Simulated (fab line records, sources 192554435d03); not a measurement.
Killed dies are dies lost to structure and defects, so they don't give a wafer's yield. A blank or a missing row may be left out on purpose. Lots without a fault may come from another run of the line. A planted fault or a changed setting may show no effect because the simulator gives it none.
Chamber matching | flow n5_finfet | N5_BEOL_M7_ETCH_61 on rie_diel-04: 4 sister chambers
The step etches SiARC in CF4, target depth 45.5 nm, time 75.8 s. 8 wafers are shown with their chamber, then 12 later ones without.

WAFERS WITH THEIR CHAMBER
wafer  | chamber | showerhead_plenum_p_Torr (Torr) | drypump_motor_current_A (A)
L082.3 | 2       | 2.00                            | 4.7
L086.2 | 3       | 2.12                            | 6.4
L086.3 | 1       | 2.13                            | 5.7
L087.1 | 1       | 2.13                            | 5.6
L087.4 | 2       | 1.99                            | 4.7
L085.1 | 3       | 2.12                            | 6.4
L085.4 | 0       | 2.17                            | 5.3
L085.6 | 0       | 2.17                            | 5.3

WAFERS WITHOUT THEIR CHAMBER
wafer  | showerhead_plenum_p_Torr (Torr) | drypump_motor_current_A (A)
L089.2 | 2.11                            | 6.4
L089.3 | 2.13                            | 5.6
L089.6 | 2.13                            | 5.6
L094.2 | 2.16                            | 5.3
L094.3 | 2.24                            | 4.7
L094.5 | 2.16                            | 5.3
L095.1 | 2.24                            | 4.8
L095.2 | 2.16                            | 5.3
L095.4 | 2.13                            | 5.7
L097.1 | 2.12                            | 5.7
L097.4 | 2.16                            | 5.2
L097.5 | 2.24                            | 4.8

WHICH CHAMBER EACH WENT THROUGH
wafer  | from the rows above | in truth
L089.2 | 3                   | 3
L089.3 | 1                   | 1
L089.6 | 1                   | 1
L094.2 | 0                   | 0
L094.3 | 0                   | 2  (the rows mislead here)
L094.5 | 0                   | 0
L095.1 | 0                   | 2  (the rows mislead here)
L095.2 | 0                   | 0
L095.4 | 1                   | 1
L097.1 | 1                   | 1
L097.4 | 0                   | 0
L097.5 | 0                   | 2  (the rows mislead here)
Placed correctly: 9 of 12. Can't be placed from these rows: 0. Placed wrongly: 3.
How it was worked out, from the rows above alone: a wafer's distance from a chamber is the root of the sum, over the readings, of the square of ((its reading less the chamber's mean) divided by the reading's scatter). The wafer belongs to the nearest chamber; if the next one is less than 2 further off, it can't be placed. A chamber's mean is the mean of its shown wafers. The scatter: the root of (the sum of the squares of (reading less its chamber's mean) over the shown wafers, divided by (wafers less chambers)).
